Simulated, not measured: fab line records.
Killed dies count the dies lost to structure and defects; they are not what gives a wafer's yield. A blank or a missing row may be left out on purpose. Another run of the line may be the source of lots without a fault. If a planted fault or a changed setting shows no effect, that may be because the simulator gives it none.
fab line records	flow nand_harc
record: lots: 24	wafers: 72	last_day: 33
route steps=1302 shown P_M0@275 P_M1@303 P_M2@330 P_BONDPAD@352
lots that met no fault: taken from a fault-free run of the same line
start_h: hours from the record's first day to the start of the lot's first wafer shown	wait_h: time in hours since the lot's previous step	" the same as in the row above	L1.1+2: several wafers, shown together as one row	- no value present, or no start provided	* or withheld: withheld	< > ~ a bound
route shown NAME@n: a module of which the file shows steps, and the number in the route of the first	usual: mean and standard deviation over wafers with no fault	same: alike in all rows	chamber/n: place in a boat	sites: readings site by site	_std_site: their standard deviation	_edge_site: inner sites' mean taken away from outer sites' mean	radius_mm: for every site, how far away it sits from the centre of the wafer	mask NAME#n: copy n	behind: the most recent tool/chamber to have shaped the wafer	hold: what put the lot on hold/how long, in hours/how the hold closed	device: which transistor (n, p or np) failed to switch	end of line: the tests these same wafers got at the end of their route	a step with no rows: only its recipe	killed: dies lost to structure and defects at the first sort, not the wafer's yield	map: per-die view of a wafer (x killed, . not killed, _ where there is no die)
set.NAME: the setting the step ran with; set.NAME@STEP: the setting that earlier step ran with	model.NAME: the simulator's own value behind a step, which no gauge read
the route's steps for a sample of lots (tables are steps, rows are wafers)
services: when a tool's chamber went out of use (start_h, in hours from the record's first day, below 0 if earlier), for how many hours, and the reason
== steps ==
step: NHARC_P_M0_PVD_21
recipe: target_thk_a: 300	chamber_pressure_pa: 5	power_w: 5000	substrate_temp_c: 30	time_s: 20.49	material: Cu
usual: throttle_valve_pct: 29.9/0.96
lot.wafer	tool	chamber	start_h	wait_h	throttle_valve_pct
L074.1	pvd_sputter-02	-	-	-	30.3
L074.4	"	-	"	"	30.1
L074.5	"	-	"	"	29.2
L075.1	pvd_sputter-01	-	-	-	28.1
L075.4	"	-	"	"	29.5
L075.5	"	-	"	"	29.3
L076.3	pvd_sputter-03	-	-	-	30.3
L076.1	"	-	"	"	29.0
L076.5	"	-	"	"	29.0
L077.4	pvd_sputter-03	-	-	-	29.9
L077.1	"	-	"	"	29.6
L077.3	"	-	"	"	30.2
L078.2	pvd_sputter-01	-	-	-	29.3
L078.4	"	-	"	"	29.9
L078.3	"	-	"	"	28.2
L079.4	pvd_sputter-02	-	-	-	30.1
L079.1	"	-	"	"	31.8
L079.6	"	-	"	"	30.7
L080.2	pvd_sputter-02	-	-	-	30.1
L080.4	"	-	"	"	30.3
L080.6	"	-	"	"	29.2
L081.2	pvd_sputter-02	-	-	-	30.0
L081.3	"	-	"	"	30.3
L081.6	"	-	"	"	29.9
L082.2	pvd_sputter-03	-	-	-	28.8
L082.5	"	-	"	"	30.0
L082.6	"	-	"	"	29.1
L083.2	pvd_sputter-03	-	-	-	28.9
L083.3	"	-	"	"	29.6
L083.4	"	-	"	"	30.1
L084.1	pvd_sputter-02	-	-	-	28.9
L084.2	"	-	"	"	31.9
L084.6	"	-	"	"	30.1
L085.3	pvd_sputter-02	-	-	-	30.4
L085.1	"	-	"	"	29.1
L085.6	"	-	"	"	29.9
L086.4	pvd_sputter-03	-	-	-	30.2
L086.2	"	-	"	"	30.1
L086.6	"	-	"	"	29.8
L087.4	pvd_sputter-01	-	-	-	29.9
L087.2	"	-	"	"	30.4
L087.5	"	-	"	"	30.7
L088.2	pvd_sputter-01	-	-	-	30.1
L088.3	"	-	"	"	31.0
L088.5	"	-	"	"	30.0
L089.4	pvd_sputter-01	-	-	-	30.8
L089.3	"	-	"	"	29.6
L089.2	"	-	"	"	30.3
L090.3	pvd_sputter-03	-	-	-	30.0
L090.2	"	-	"	"	28.8
L090.6	"	-	"	"	29.6
L091.2	pvd_sputter-03	-	-	-	29.7
L091.3	"	-	"	"	30.1
L091.6	"	-	"	"	29.6
L092.3	pvd_sputter-01	-	-	-	27.8
L092.5	"	-	"	"	30.2
L092.6	"	-	"	"	31.0
L093.1	pvd_sputter-02	-	-	-	29.1
L093.4	"	-	"	"	29.0
L093.5	"	-	"	"	29.5
L094.4	pvd_sputter-01	-	-	-	31.0
L094.6	"	-	"	"	27.7
L094.5	"	-	"	"	30.0
L095.3	pvd_sputter-02	-	-	-	30.4
L095.1	"	-	"	"	29.0
L095.2	"	-	"	"	31.5
L096.2	pvd_sputter-02	-	-	-	28.8
L096.1	"	-	"	"	30.2
L096.6	"	-	"	"	28.7
L097.3	pvd_sputter-01	-	-	-	30.9
L097.1	"	-	"	"	27.8
L097.5	"	-	"	"	31.1
step: NHARC_P_M1_ETCH_28
recipe: target_depth_a: 300	over_etch_frac: 0.3	time_s: 72.99	ion_energy_ev: 150	cf4_flow_sccm: 50	n2_flow_sccm: 100	ar_flow_sccm: 150	rf_w: 300	bias_w: 100	chemistry: CF4/N2
usual: chamber_pressure_mTorr: 29.999/0.029	drypump_motor_current_A: 5.7/0.44	oes_product_au: 0.996/0.0088	rf_vpp_V: 313.6/2.4	showerhead_plenum_p_Torr: 2.60/0.13	throttle_valve_pct: 19.795/0.0092
lot.wafer	tool	chamber	start_h	wait_h	chamber_pressure_mTorr	drypump_motor_current_A	oes_product_au	rf_hours_counter_h	rf_vpp_V	showerhead_plenum_p_Torr	throttle_valve_pct
L074.4	rie_diel-12	2	-	-	29.992	5.7	1.003	10	315.2	2.66	19.779
L074.1	"	3	"	"	29.982	6.0	1.006	10	315.5	2.70	19.811
L074.5	"	3	"	"	29.995	6.0	1.015	-	316.1	2.70	19.793
L075.1	rie_diel-11	3	-	-	29.962	5.2	0.991	3	311.9	2.51	19.793
L075.4	"	0	"	"	30.030	5.9	0.989	3	312.1	2.50	19.798
L075.5	"	1	"	"	29.992	6.1	0.996	-	315.2	2.72	19.808
L076.3	rie_diel-11	3	-	-	29.992	5.2	0.983	4	311.5	2.51	19.798
L076.1	"	1	"	"	29.972	6.2	0.994	4	314.7	2.72	19.782
L076.5	"	3	"	"	30.039	5.2	0.995	-	312.3	2.51	19.814
L077.4	rie_diel-11	1	-	-	30.083	6.1	0.995	5	316.2	2.72	19.799
L077.3	"	2	"	"	29.981	5.7	0.992	5	316.5	2.81	19.795
L077.1	"	3	"	"	29.981	5.2	0.988	4	311.5	2.51	19.789
L078.2	rie_diel-11	3	-	-	30.003	5.2	1.000	5	312.1	2.51	19.786
L078.4	"	0	"	"	29.988	5.9	1.002	5	310.8	2.50	19.785
L078.3	"	2	"	"	30.009	5.7	0.981	6	318.2	2.81	19.780
L079.1	rie_diel-11	2	-	-	30.045	5.7	0.988	6	317.5	2.81	19.798
L079.4	"	1	"	"	29.949	6.2	1.003	6	316.8	2.72	19.806
L079.6	"	2	"	"	30.017	5.7	0.986	-	317.5	2.81	19.788
L080.4	rie_diel-01	1	-	-	29.981	6.5	0.997	15	317.8	2.77	19.793
L080.2	"	0	"	"	29.968	5.1	0.999	14	311.8	2.46	19.805
L080.6	"	2	"	"	30.009	5.5	0.989	-	311.2	2.45	19.790
L081.3	rie_diel-01	2	-	-	29.958	5.4	0.991	13	310.5	2.45	19.787
L081.2	"	3	"	"	29.963	5.2	0.999	13	312.5	2.57	19.787
L081.6	"	2	"	"	29.983	5.4	1.000	-	311.0	2.45	19.803
L082.2	rie_diel-11	3	-	-	30.009	5.2	0.999	8	312.3	2.51	19.812
L082.6	"	1	"	"	29.960	6.2	0.982	-	315.6	2.72	19.801
L082.5	"	2	"	"	29.988	5.7	0.984	-	315.8	2.81	19.791
L083.4	rie_diel-01	3	-	-	29.977	5.2	0.992	0	311.7	2.57	19.787
L083.3	"	0	"	"	30.031	5.1	0.990	0	311.2	2.46	19.797
L083.2	"	2	"	"	30.004	5.4	0.992	0	310.0	2.45	19.769
L084.2	rie_diel-01	0	-	-	30.015	5.1	1.006	0	309.8	2.46	19.793
L084.1	"	3	"	"	30.000	5.3	0.999	0	312.8	2.57	19.780
L084.6	"	1	"	"	29.989	6.5	1.002	-	317.0	2.77	19.794
L085.3	rie_diel-11	1	-	-	30.011	6.2	0.998	10	316.9	2.72	19.790
L085.1	"	0	"	"	29.993	5.9	0.989	9	311.9	2.50	19.802
L085.6	"	2	"	"	30.021	5.7	0.986	-	316.5	2.81	19.801
L086.2	rie_diel-11	0	-	-	30.034	5.8	0.989	9	311.8	2.50	19.801
L086.4	"	2	"	"	29.962	5.7	0.976	-	317.0	2.81	19.789
L086.6	"	3	"	"	30.045	5.2	0.982	-	311.2	2.51	19.780
L087.2	rie_diel-11	1	-	-	29.965	6.1	0.989	11	316.2	2.72	19.808
L087.4	"	2	"	"	29.975	5.7	0.979	12	319.5	2.81	19.819
L087.5	"	0	"	"	30.005	5.8	0.989	-	312.4	2.50	19.793
L088.3	rie_diel-01	2	-	-	29.999	5.4	0.992	5	311.1	2.45	19.800
L088.2	"	3	"	"	30.002	5.3	1.011	5	313.5	2.57	19.799
L088.5	"	3	"	"	30.017	5.3	0.995	-	314.5	2.57	19.786
L089.3	rie_diel-12	0	-	-	29.971	6.1	1.000	1	311.9	2.58	19.789
L089.4	"	1	"	"	30.020	5.9	1.009	1	314.1	2.62	19.792
L089.2	"	3	"	"	29.968	6.0	1.000	1	314.5	2.68	19.789
L090.3	rie_diel-01	2	-	-	30.004	5.5	0.996	6	311.6	2.45	19.776
L090.2	"	0	"	"	30.027	5.1	1.011	6	312.0	2.46	19.811
L090.6	"	1	"	"	29.998	6.5	1.011	-	316.7	2.76	19.795
L091.2	rie_diel-01	3	-	-	29.987	5.3	1.008	6	312.2	2.57	19.795
L091.3	"	2	"	"	30.006	5.5	0.992	6	310.4	2.45	19.796
L091.6	"	3	"	"	30.026	5.3	1.010	-	313.5	2.57	19.797
L092.3	rie_diel-11	0	-	-	29.967	5.8	0.978	3	311.3	2.50	19.808
L092.5	"	1	"	"	30.038	6.1	0.987	-	314.5	2.72	19.810
L092.6	"	3	"	"	30.044	5.3	0.995	-	312.5	2.51	19.793
L093.1	rie_diel-11	2	-	-	30.042	5.7	1.000	3	316.2	2.81	19.795
L093.5	"	2	"	"	29.980	5.7	0.998	-	316.9	2.81	19.797
L093.4	"	0	"	"	29.974	5.9	0.983	-	310.9	2.50	19.787
L094.4	rie_diel-01	1	-	-	29.995	6.5	1.007	7	316.6	2.76	19.812
L094.5	"	0	"	"	29.961	5.1	1.006	-	311.7	2.46	19.790
L094.6	"	1	"	"	30.010	6.5	1.005	-	314.9	2.76	19.799
L095.1	rie_diel-11	3	-	-	30.021	5.2	1.003	5	311.4	2.51	19.780
L095.2	"	0	"	"	29.981	5.9	0.999	5	312.2	2.50	19.804
L095.3	"	2	"	"	30.000	5.7	1.009	4	317.1	2.81	19.789
L096.2	rie_diel-01	0	-	-	29.966	5.1	1.005	10	311.8	2.45	19.796
L096.1	"	2	"	"	30.008	5.4	1.001	11	312.9	2.44	19.799
L096.6	"	3	"	"	30.017	5.2	1.007	-	313.2	2.56	19.805
L097.1	rie_diel-01	0	-	-	30.043	5.1	1.006	11	309.3	2.45	19.784
L097.3	"	1	"	"	30.013	6.5	1.011	11	316.2	2.76	19.810
L097.5	"	3	"	"	29.962	5.2	0.998	-	313.5	2.56	19.791
step: NHARC_P_M2_INSPECT_11
usual: raw_defect_count: 4.9/2.8
lot.wafer	tool	chamber	start_h	wait_h	raw_defect_count
L074.1	defect_inspect-01	-	133.52	0.0	3
L074.4	"	-	"	"	5
L074.5	"	-	"	"	6
L075.1	defect_inspect-02	-	145.66	0.0	4
L075.4	"	-	"	"	4
L075.5	"	-	"	"	3
L076.1	defect_inspect-02	-	153.76	0.0	2
L076.3	"	-	"	"	5
L076.5	"	-	"	"	2
L077.1	defect_inspect-02	-	158.48	0.0	1
L077.3	"	-	"	"	0
L077.4	"	-	"	"	2
L078.2	defect_inspect-02	-	170.23	0.0	10
L078.3	"	-	"	"	4
L078.4	"	-	"	"	3
L079.1	defect_inspect-02	-	176.17	0.0	9
L079.4	"	-	"	"	6
L079.6	"	-	"	"	8
L080.2	defect_inspect-01	-	189.08	0.0	4
L080.4	"	-	"	"	5
L080.6	"	-	"	"	0
L081.2	defect_inspect-02	-	196.72	0.0	6
L081.3	"	-	"	"	5
L081.6	"	-	"	"	7
L082.2	defect_inspect-01	-	211.53	0.0	9
L082.5	"	-	"	"	11
L082.6	"	-	"	"	7
L083.2	defect_inspect-02	-	217.82	0.0	6
L083.3	"	-	"	"	7
L083.4	"	-	"	"	1
L084.1	defect_inspect-02	-	223.49	0.0	7
L084.2	"	-	"	"	3
L084.6	"	-	"	"	4
L085.1	defect_inspect-01	-	249.20	0.0	4
L085.3	"	-	"	"	11
L085.6	"	-	"	"	6
L086.2	defect_inspect-01	-	254.73	0.0	4
L086.4	"	-	"	"	5
L086.6	"	-	"	"	3
L087.2	defect_inspect-01	-	258.32	0.0	2
L087.4	"	-	"	"	2
L087.5	"	-	"	"	4
L088.2	defect_inspect-02	-	276.17	0.0	4
L088.3	"	-	"	"	2
L088.5	"	-	"	"	3
L089.2	defect_inspect-02	-	286.82	0.0	3
L089.3	"	-	"	"	3
L089.4	"	-	"	"	3
L090.2	defect_inspect-01	-	299.70	0.0	1
L090.3	"	-	"	"	4
L090.6	"	-	"	"	6
L091.2	defect_inspect-02	-	300.42	0.0	5
L091.3	"	-	"	"	4
L091.6	"	-	"	"	8
L092.3	defect_inspect-02	-	307.18	0.0	3
L092.5	"	-	"	"	6
L092.6	"	-	"	"	8
L093.1	defect_inspect-02	-	314.98	0.0	5
L093.4	"	-	"	"	4
L093.5	"	-	"	"	4
L094.4	defect_inspect-02	-	329.12	0.0	5
L094.5	"	-	"	"	3
L094.6	"	-	"	"	4
L095.1	defect_inspect-02	-	338.88	0.0	6
L095.2	"	-	"	"	2
L095.3	"	-	"	"	6
L096.1	defect_inspect-01	-	351.17	0.0	15
L096.2	"	-	"	"	6
L096.6	"	-	"	"	7
L097.1	defect_inspect-01	-	364.75	0.0	9
L097.3	"	-	"	"	10
L097.5	"	-	"	"	4
step: NHARC_P_M2_ETCH_15
recipe: target_depth_a: 1825	time_s: 91.2	c4f8_flow_sccm: withheld	ar_flow_sccm: 400	rf_w: 600	bias_w: 300	chemistry: C4F8/Ar
usual: chamber_pressure_mTorr: 24.999/0.022	oes_product_au: 0.943/0.024	rf_vpp_V: 441.2/2.4
lot.wafer	tool	chamber	start_h	wait_h	chamber_pressure_mTorr	oes_product_au	rf_hours_counter_h	rf_vpp_V
L074.4	rie_diel-09	0	-	-	25.018	0.928	7.9	440.3
L074.1	"	3	"	"	24.983	0.893	7.6	444.5
L074.5	"	1	"	"	24.985	0.911	-	438.6
L075.1	rie_diel-07	2	-	-	25.019	0.981	0.9	440.5
L075.4	"	3	"	"	24.972	0.968	-	439.9
L075.5	"	1	"	"	24.970	0.983	-	443.6
L076.1	rie_diel-07	0	-	-	25.005	0.949	0.9	439.9
L076.3	"	2	"	"	25.019	0.970	1.3	441.0
L076.5	"	1	"	"	25.015	0.962	-	443.7
L077.3	rie_diel-07	2	-	-	24.987	0.970	1.4	440.2
L077.1	"	0	"	"	25.003	0.950	1.0	439.5
L077.4	"	1	"	"	25.036	0.980	1.3	443.3
L078.2	rie_diel-07	1	-	-	24.974	0.973	1.7	442.7
L078.4	"	2	"	"	24.988	0.968	1.8	439.1
L078.3	"	3	"	"	25.003	0.986	1.7	440.5
L079.1	rie_diel-07	3	-	-	25.000	0.930	1.9	438.0
L079.4	"	2	"	"	24.985	0.936	2.0	441.6
L079.6	"	3	"	"	24.966	0.934	-	440.7
L080.2	rie_diel-13	0	-	-	24.997	0.972	1.1	438.8
L080.4	"	2	"	"	25.035	0.976	1.1	440.4
L080.6	"	1	"	"	24.996	0.952	-	443.9
L081.2	rie_diel-13	0	-	-	25.015	0.936	1.3	439.1
L081.3	"	2	"	"	24.944	0.940	1.3	441.1
L081.6	"	1	"	"	24.979	0.919	-	445.3
L082.2	rie_diel-07	2	-	-	25.034	0.953	3.2	439.9
L082.5	"	0	"	"	24.979	0.976	-	440.6
L082.6	"	1	"	"	24.995	0.992	-	445.4
L083.4	rie_diel-13	2	-	-	24.983	0.927	3.2	441.3
L083.2	"	3	"	"	25.008	0.923	3.7	443.4
L083.3	"	1	"	"	24.996	0.922	2.7	444.1
L084.2	rie_diel-13	0	-	-	25.016	0.931	3.5	440.2
L084.1	"	3	"	"	24.999	0.920	3.9	442.7
L084.6	"	1	"	"	24.987	0.922	-	444.3
L085.1	rie_diel-07	1	-	-	24.963	0.942	4.9	443.0
L085.3	"	3	"	"	24.994	0.935	4.6	440.3
L085.6	"	1	"	"	24.976	0.944	-	443.0
L086.2	rie_diel-13	1	-	-	24.997	0.913	4.5	443.9
L086.4	"	2	"	"	24.987	0.926	4.4	440.5
L086.6	"	1	"	"	24.979	0.927	-	443.0
L087.4	rie_diel-09	1	-	-	24.997	0.929	6.2	436.5
L087.2	"	3	"	"	25.018	0.913	5.1	445.6
L087.5	"	2	"	"	24.998	0.920	-	436.0
L088.3	rie_diel-07	2	-	-	24.976	0.948	5.5	441.8
L088.2	"	0	"	"	24.993	0.943	6.0	439.9
L088.5	"	3	"	"	25.020	0.966	-	437.5
L089.4	rie_diel-07	2	-	-	24.941	0.934	6.1	440.9
L089.3	"	0	"	"	24.992	0.925	6.8	441.6
L089.2	"	1	"	"	24.978	0.939	6.6	444.1
L090.3	rie_diel-13	0	-	-	24.977	0.934	7.8	437.1
L090.2	"	1	"	"	24.980	0.925	7.9	443.9
L090.6	"	3	"	"	25.032	0.921	-	442.6
L091.2	rie_diel-13	1	-	-	25.000	0.917	8.0	444.0
L091.3	"	3	"	"	25.027	0.921	7.0	444.1
L091.6	"	2	"	"	25.013	0.928	-	443.2
L092.3	rie_diel-07	0	-	-	24.997	0.961	0.0	442.2
L092.5	"	0	"	"	25.055	0.963	-	440.5
L092.6	"	1	"	"	24.987	1.000	-	444.7
L093.1	rie_diel-13	3	-	-	24.987	0.916	7.1	444.4
L093.4	"	0	"	"	25.014	0.936	7.9	438.8
L093.5	"	3	"	"	24.960	0.920	-	444.2
L094.6	rie_diel-07	3	-	-	24.983	0.929	-	438.8
L094.5	"	0	"	"	24.988	0.933	-	439.5
L094.4	"	1	"	"	24.933	0.941	-	443.5
L095.3	rie_diel-13	3	-	-	25.000	0.923	9.4	443.2
L095.1	"	0	"	"	24.965	0.948	10.1	438.3
L095.2	"	1	"	"	25.010	0.924	10.5	443.6
L096.2	rie_diel-07	1	-	-	24.999	0.982	2.1	443.1
L096.1	"	2	"	"	25.012	0.972	2.4	439.9
L096.6	"	0	"	"	24.986	0.972	-	439.6
L097.3	rie_diel-09	0	-	-	24.985	0.924	2.7	440.3
L097.1	"	1	"	"	24.977	0.915	2.6	435.2
L097.5	"	0	"	"	24.982	0.910	-	440.4
step: NHARC_P_BONDPAD_CMP_32
recipe: target_thk_nm: 200	material: SiCN
usual: motor_current_A: 12.2/1.7	retaining_ring_pressure_frac: 1.001/0.0053
lot.wafer	tool	chamber	start_h	wait_h	motor_current_A	retaining_ring_pressure_frac
L074.1	cmp-04	2	137.13	-	14.8	0.994
L074.4	"	1	"	"	10.6	0.998
L074.5	"	2	"	"	14.6	0.997
L075.1	cmp-01	2	149.61	-	10.8	1.003
L075.4	"	0	"	"	12.5	1.008
L075.5	"	3	"	"	15.9	1.011
L076.1	cmp-04	1	157.52	-	11.0	1.002
L076.3	"	3	"	"	10.3	0.993
L076.5	"	0	"	"	10.5	1.003
L077.3	cmp-01	2	162.13	-	10.0	1.006
L077.1	"	3	"	"	16.3	0.998
L077.4	"	1	"	"	12.3	1.005
L078.2	cmp-04	0	173.88	-	10.9	1.002
L078.4	"	1	"	"	11.1	1.001
L078.3	"	2	"	"	13.8	0.996
L079.1	cmp-03	0	179.87	-	11.8	0.996
L079.4	"	1	"	"	11.3	1.004
L079.6	"	2	"	"	12.7	1.009
L080.2	cmp-01	3	192.72	-	16.0	1.003
L080.4	"	2	"	"	10.6	0.992
L080.6	"	3	"	"	15.2	1.002
L081.2	cmp-04	2	200.44	-	13.7	1.003
L081.3	"	3	"	"	9.8	0.995
L081.6	"	0	"	"	11.3	0.996
L082.2	cmp-01	1	215.20	-	11.7	0.996
L082.6	"	2	"	"	10.1	1.005
L082.5	"	3	"	"	15.9	0.993
L083.2	cmp-03	2	221.43	-	13.7	1.007
L083.4	"	3	"	"	10.8	1.001
L083.3	"	0	"	"	11.8	1.005
L084.1	cmp-01	1	227.10	-	12.4	1.001
L084.2	"	3	"	"	15.9	0.998
L084.6	"	0	"	"	11.9	0.997
L085.1	cmp-03	3	254.45	-	10.9	0.997
L085.3	"	0	"	"	12.4	0.998
L085.6	"	3	"	"	11.0	1.001
L086.2	cmp-01	0	258.39	-	11.9	1.010
L086.4	"	1	"	"	12.8	1.001
L086.6	"	3	"	"	17.1	1.000
L087.2	cmp-01	0	262.16	-	12.1	0.998
L087.4	"	1	"	"	12.8	0.993
L087.5	"	1	"	"	11.5	1.000
L088.2	cmp-04	3	279.79	-	10.8	0.998
L088.3	"	1	"	"	11.6	1.002
L088.5	"	2	"	"	14.6	0.998
L089.3	cmp-04	1	290.38	-	11.5	0.989
L089.4	"	2	"	"	13.9	1.006
L089.2	"	3	"	"	10.5	0.996
L090.3	cmp-03	1	303.31	-	11.0	1.001
L090.2	"	3	"	"	11.0	1.015
L090.6	"	0	"	"	11.7	1.012
L091.2	cmp-04	3	304.05	-	10.3	0.997
L091.3	"	1	"	"	11.7	1.005
L091.6	"	2	"	"	14.6	1.007
L092.3	cmp-03	3	310.88	-	11.5	1.006
L092.6	"	1	"	"	11.4	1.001
L092.5	"	2	"	"	13.1	0.998
L093.1	cmp-03	2	318.89	-	13.6	0.998
L093.4	"	3	"	"	11.0	0.993
L093.5	"	2	"	"	12.7	1.003
L094.4	cmp-03	2	332.86	-	14.0	0.997
L094.5	"	3	"	"	11.1	1.006
L094.6	"	0	"	"	11.8	1.006
L095.2	cmp-01	1	342.49	-	11.9	1.005
L095.3	"	2	"	"	10.4	0.998
L095.1	"	3	"	"	15.7	0.994
L096.2	cmp-01	2	354.89	-	10.9	0.998
L096.1	"	3	"	"	16.5	0.998
L096.6	"	0	"	"	12.2	0.992
L097.1	cmp-01	1	368.46	-	12.1	1.005
L097.3	"	2	"	"	10.2	1.010
L097.5	"	0	"	"	11.8	0.999
step: NHARC_P_BONDPAD_ETCH_37
recipe: target_depth_a: 600	overetch_a: 180	time_s: 65.91	ion_energy_ev: 200	n2_flow_sccm: 150	h2_flow_sccm: 150	ar_flow_sccm: 0	rf_w: 400	bias_w: 150	chemistry: N2/H2
usual: chamber_pressure_mTorr: 30.000/0.027	drypump_motor_current_A: 5.9/0.33	oes_product_au: 0.998/0.0078	rf_vpp_V: 430/3.4	showerhead_plenum_p_Torr: 2.04/0.12	throttle_valve_pct: 14.171/0.0087
lot.wafer	tool	chamber	start_h	wait_h	chamber_pressure_mTorr	drypump_motor_current_A	oes_product_au	rf_hours_counter_h	rf_vpp_V	showerhead_plenum_p_Torr	throttle_valve_pct
L074.4	rie_diel-02	2	138.24	0.1	29.979	6.1	1.005	5.2	435	2.19	14.168
L074.1	"	3	"	"	29.963	6.0	1.000	5.2	433	2.17	14.175
L074.5	"	2	"	"	30.043	6.1	1.008	-	434	2.19	14.179
L075.1	rie_diel-02	0	150.74	0.1	29.964	6.0	0.993	5.8	426	1.89	14.167
L075.4	"	1	"	"	30.039	6.0	1.004	5.3	435	2.19	14.154
L075.5	"	1	"	"	29.964	6.0	0.988	-	434	2.19	14.171
L076.3	rie_diel-08	3	158.62	0.1	30.051	5.6	0.993	2.5	428	1.93	14.150
L076.1	"	0	"	"	29.973	5.8	1.002	2.6	427	1.93	14.175
L076.5	"	0	"	"	30.019	5.9	1.001	-	428	1.93	14.172
L077.1	rie_diel-08	1	163.26	0.1	30.068	5.8	0.993	2.4	428	1.96	14.174
L077.4	"	2	"	"	30.014	5.3	0.998	2.5	432	2.14	14.168
L077.3	"	3	"	"	29.995	5.6	1.001	2.6	428	1.93	14.168
L078.4	rie_diel-02	0	174.85	0.1	29.979	6.0	0.997	7.1	424	1.89	14.189
L078.3	"	1	"	"	30.040	6.1	0.997	6.5	434	2.19	14.155
L078.2	"	2	"	"	30.026	6.1	1.008	7.4	434	2.19	14.167
L079.4	rie_diel-08	1	180.93	0.1	30.016	5.8	1.000	2.7	428	1.96	14.161
L079.1	"	0	"	"	29.999	5.9	1.005	3.0	428	1.93	14.154
L079.6	"	2	"	"	29.956	5.3	0.999	-	431	2.14	14.173
L080.2	rie_diel-04	2	193.85	0.1	29.989	6.8	0.997	0.6	428	1.91	14.169
L080.4	"	0	"	"	30.005	5.4	1.002	0.7	434	2.19	14.163
L080.6	"	2	"	"	30.027	6.8	0.992	-	427	1.91	14.185
L081.3	rie_diel-04	3	201.51	0.1	30.023	6.0	0.997	0.8	429	1.99	14.177
L081.2	"	0	"	"	29.996	5.4	1.000	0.8	435	2.19	14.154
L081.6	"	1	"	"	30.005	5.8	0.991	-	430	2.06	14.175
L082.2	rie_diel-04	1	216.25	0.1	29.970	5.8	0.985	3.1	431	2.06	14.169
L082.6	"	3	"	"	30.035	5.9	0.991	-	430	1.99	14.170
L082.5	"	0	"	"	30.002	5.4	0.989	-	434	2.19	14.175
L083.2	rie_diel-08	1	222.54	0.1	29.959	5.8	0.983	0.3	427	1.96	14.164
L083.4	"	3	"	"	29.985	5.6	0.985	0.3	427	1.93	14.184
L083.3	"	0	"	"	29.998	5.9	1.001	0.3	427	1.93	14.186
L084.1	rie_diel-02	0	228.06	0.1	30.013	6.0	0.996	0.0	427	1.89	14.171
L084.2	"	1	"	"	29.988	6.0	1.001	0.0	435	2.19	14.164
L084.6	"	0	"	"	30.016	6.0	0.998	-	426	1.89	14.181
L085.3	rie_diel-04	1	255.57	0.1	30.015	5.7	0.992	5.3	430	2.06	14.167
L085.1	"	2	"	"	29.996	6.7	1.007	4.9	425	1.91	14.170
L085.6	"	2	"	"	29.981	6.8	0.992	-	428	1.91	14.160
L086.4	rie_diel-08	0	259.45	0.1	29.998	5.9	1.002	1.3	428	1.93	14.165
L086.2	"	2	"	"	29.994	5.3	0.992	0.9	434	2.14	14.164
L086.6	"	1	"	"	30.040	5.8	1.001	-	427	1.96	14.155
L087.4	rie_diel-02	1	263.28	0.1	30.006	6.0	0.989	2.5	434	2.19	14.188
L087.2	"	2	"	"	29.978	6.1	1.011	2.8	435	2.19	14.169
L087.5	"	0	"	"	30.024	6.0	0.996	-	427	1.89	14.149
L088.3	rie_diel-08	3	280.87	0.1	30.047	5.6	1.000	1.6	427	1.93	14.190
L088.2	"	0	"	"	30.030	5.9	1.003	1.9	427	1.93	14.163
L088.5	"	3	"	"	30.018	5.7	0.992	-	427	1.93	14.167
L089.3	rie_diel-04	0	291.50	0.1	29.985	5.4	0.997	7.9	434	2.19	14.186
L089.2	"	1	"	"	30.031	5.8	0.988	6.8	431	2.06	14.159
L089.4	"	2	"	"	30.004	6.8	0.991	6.9	426	1.91	14.162
L090.2	rie_diel-02	1	304.30	0.1	29.979	6.1	0.998	5.5	435	2.19	14.166
L090.3	"	2	"	"	29.977	6.1	1.006	5.6	434	2.19	14.169
L090.6	"	2	"	"	30.006	6.1	1.009	-	436	2.19	14.185
L091.2	rie_diel-08	3	305.13	0.1	29.983	5.6	1.001	2.4	428	1.93	14.175
L091.3	"	2	"	"	30.011	5.3	1.016	2.4	433	2.14	14.180
L091.6	"	3	"	"	29.979	5.6	0.991	-	429	1.93	14.170
L092.3	rie_diel-04	2	311.96	0.1	30.029	6.8	1.002	7.4	427	1.91	14.165
L092.6	"	3	"	"	30.021	5.9	0.991	-	430	1.99	14.171
L092.5	"	0	"	"	30.036	5.4	1.004	-	435	2.19	14.169
L093.4	rie_diel-08	0	319.99	0.1	30.022	5.9	1.000	3.3	428	1.93	14.164
L093.1	"	2	"	"	30.038	5.4	1.009	2.7	433	2.14	14.174
L093.5	"	0	"	"	29.983	5.9	0.995	-	427	1.93	14.166
L094.4	rie_diel-08	2	333.92	0.1	30.012	5.4	1.011	3.0	433	2.14	14.179
L094.6	"	0	"	"	29.951	5.9	0.992	-	429	1.93	14.158
L094.5	"	1	"	"	29.997	5.8	0.996	-	426	1.96	14.179
L095.1	rie_diel-02	3	343.48	0.1	29.962	5.9	1.005	6.4	434	2.16	14.167
L095.2	"	1	"	"	29.979	6.1	1.002	7.0	435	2.19	14.163
L095.3	"	2	"	"	29.999	6.1	0.998	6.8	435	2.19	14.177
L096.1	rie_diel-08	3	355.83	0.1	30.002	5.6	0.984	4.0	427	1.93	14.165
L096.2	"	1	"	"	29.990	5.8	1.001	4.7	429	1.96	14.173
L096.6	"	2	"	"	30.038	5.3	1.001	-	433	2.14	14.176
L097.1	rie_diel-02	1	369.52	0.1	29.989	6.0	1.023	8.2	435	2.19	14.171
L097.3	"	3	"	"	29.989	5.9	1.005	7.3	434	2.16	14.174
L097.5	"	2	"	"	29.981	6.1	1.000	-	435	2.19	14.180
== services ==
tool	chamber	start_h	hours	kind
rie_diel-07	-	117.23	9.0	pm
rie_diel-08	1	142.64	3.8	repair
rie_diel-07	0	144.08	3.4	repair
rie_diel-01	2	159.36	3.1	repair
rie_diel-08	-	190.85	9.0	pm
cmp-01	-	196.47	4.0	pm
rie_diel-08	2	201.55	8.5	repair
rie_diel-01	-	204.12	9.0	pm
cmp-01	-	205.04	8.0	repair
rie_diel-07	2	207.35	4.1	repair
cmp-01	-	215.39	0.3	repair
rie_diel-11	0	220.09	4.3	repair
rie_diel-07	-	223.36	2.2	repair
cmp-01	-	243.22	3.3	repair
rie_diel-11	1	247.35	3.8	repair
rie_diel-11	-	255.50	9.0	pm
rie_diel-07	1	265.40	6.0	repair
cmp-01	-	275.10	1.6	repair
rie_diel-08	2	283.40	3.6	repair
rie_diel-07	-	294.23	9.0	pm
cmp-01	-	294.47	4.0	pm
rie_diel-11	2	299.81	7.4	repair
rie_diel-11	1	306.47	6.0	repair
rie_diel-07	2	329.07	2.6	repair
== key ==
fault none
